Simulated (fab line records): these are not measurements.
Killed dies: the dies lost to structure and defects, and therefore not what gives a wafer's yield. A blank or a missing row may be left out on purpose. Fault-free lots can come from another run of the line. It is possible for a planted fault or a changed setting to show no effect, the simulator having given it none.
A lot that was struck, set against a sound lot :: flow nandHarc :: 15 steps out of a route of 1302
Sound: the wafers L824.1, L824.3, L824.6. Struck: wafer L837.4 (L837.1, L837.2, from the same lot, were not struck and are left out); the cause is given at the end.
Per side, at each step with rows, come the tool, then ch with its chambers, and then its first start. Under that, the readings that differ: sound wafers :: struck wafers :: difference of the means :: sigmas: that difference in standard deviations of wafers without a fault.
alike: words and numbers the same on both sides, and readings whose means are apart by under 2 such deviations; not compared: readings that were withheld, readings missing a value for some wafer, numbers with overlapping values and no deviation given by the record, and bounds like >300 which may hide the same value.
The two part at a step that has a row with sigmas, a row that says differs or no value, or rows on one side only. Numbers that have no deviation but don't overlap get no sigmas and don't part them. A reading that every wafer of one side lacks parts them only if that side has two wafers or more.

first, 5 steps without rows for these wafers: NHARC_A_CHANNEL_HOLE_D2_SOFTBAKE_05 (time 55 s); NHARC_A_CHANNEL_HOLE_D2_EBR_06; NHARC_A_CHANNEL_HOLE_D2_EXPOSE_07 (exposes mask HOLE D2, target cd 100 nm); NHARC_A_CHANNEL_HOLE_D2_PEB_08 (peb time 65 s); NHARC_A_CHANNEL_HOLE_D2_DEVELOP_09 (develop time 35 s).
NHARC_A_CHANNEL_HOLE_D2_CD_MEAS_10: target cd 100 nm.
  sound on cdSem-03 ch 0, day 13 02:10; struck on cdSem-03 ch 0, day 18 07:01
  alike: cdNm
NHARC_A_CHANNEL_HOLE_D2_OVL_MEAS_11:
  struck on overlay-01, day 18 07:06; sound on overlay-01, day 13 02:14
  alike: overlayXNm, overlayYNm
NHARC_A_CHANNEL_HOLE_D2_INSPECT_12:
  struck on defectInspect-01, day 18 07:08; sound on defectInspect-01, day 13 02:17
  alike: rawDefectCount
NHARC_A_CHANNEL_HOLE_D2_DESCUM_15: chemistry O2, time 3 s.
  sound on rieDiel-01 ch 0,1,3, day 13 02:20; struck on rieDiel-12 ch 1, day 18 07:12
reading: oesProductAu (a.u.)
sound: 1.009 1.014 1.019
struck: 0.987
difference: -0.027
sigmas: -2
  alike: drypumpMotorCurrentA, rfVppV, showerheadPlenumPTorr, throttleValvePct
  not compared: rfHoursCounterH
NHARC_A_CHANNEL_HOLE_D2_ETCH_38: etches the open film in CF4, target depth 39 nm, time 65 s.
  sound on rieDiel-01 ch 0,1,3, day 13 02:26; struck on rieDiel-12 ch 1, day 18 07:17
  alike: drypumpMotorCurrentA, oesProductAu, rfVppV, showerheadPlenumPTorr, throttleValvePct
  not compared: rfHoursCounterH
NHARC_A_CHANNEL_HOLE_D2_ETCH_39: etches the open film in N2/H2, target depth 260 nm, time 325 s.
  sound on rieDiel-01 ch 0,1,2; struck on rieDiel-12 ch 2
reading: throttleValvePct (%)
sound: 14.162 14.175 14.185
struck: 14.152
difference: -0.022
sigmas: -2
  alike: drypumpMotorCurrentA, oesProductAu, rfVppV, showerheadPlenumPTorr
  not compared: rfHoursCounterH
NHARC_A_CHANNEL_HOLE_D2_ETCH_34: etches the open film in CF4/CHF3, target depth 154 nm, time 77 s.
  sound on rieDiel-01 ch 0,1,2; struck on rieDiel-12 ch 3
  alike: drypumpMotorCurrentA, oesProductAu, rfVppV, showerheadPlenumPTorr, throttleValvePct
  not compared: rfHoursCounterH
NHARC_A_CHANNEL_HOLE_D2_ETCH_16: etches the open film in O2/COS, target depth 3100 nm, time 806 s.
  sound on rieDiel-01 ch 0,2, day 13 02:56; struck on rieDiel-12 ch 2, day 18 07:47
reading: oesProductAu (a.u.)
sound: 0.997 1.009 1.009
struck: 0.883
difference: -0.122
sigmas: -10
  alike: drypumpMotorCurrentA, rfVppV, showerheadPlenumPTorr, throttleValvePct
  not compared: rfHoursCounterH
NHARC_A_CHANNEL_HOLE_D2_CD_MEAS_18:
  struck on cdSem-03, day 18 08:18; sound on cdSem-02, day 13 03:27
  alike: cdNm
-- break in the record here, with 11 days between the starts of the struck wafers on either side (left off in module A_CHANNEL_HOLE_D2, picked up again in module END, where the first step shown is number 1302 on the route) --
NHARC_END_SORT_01:
  sound on prober-01 ch 0, day 24 13:43; struck on prober-01 ch 0, day 29 07:56
reading: killedShort
sound: 4 4 4
struck: 0
difference: -4
sigmas: -3
  alike: killedAtArray, killedAtOther, killedAtPeriphery, killedDies, killedOpen

## WHERE THEY PART
Earliest at NHARC_A_CHANNEL_HOLE_D2_DESCUM_15; latest, in this record, at NHARC_END_SORT_01.

WHY: whatever the simulator had introduced
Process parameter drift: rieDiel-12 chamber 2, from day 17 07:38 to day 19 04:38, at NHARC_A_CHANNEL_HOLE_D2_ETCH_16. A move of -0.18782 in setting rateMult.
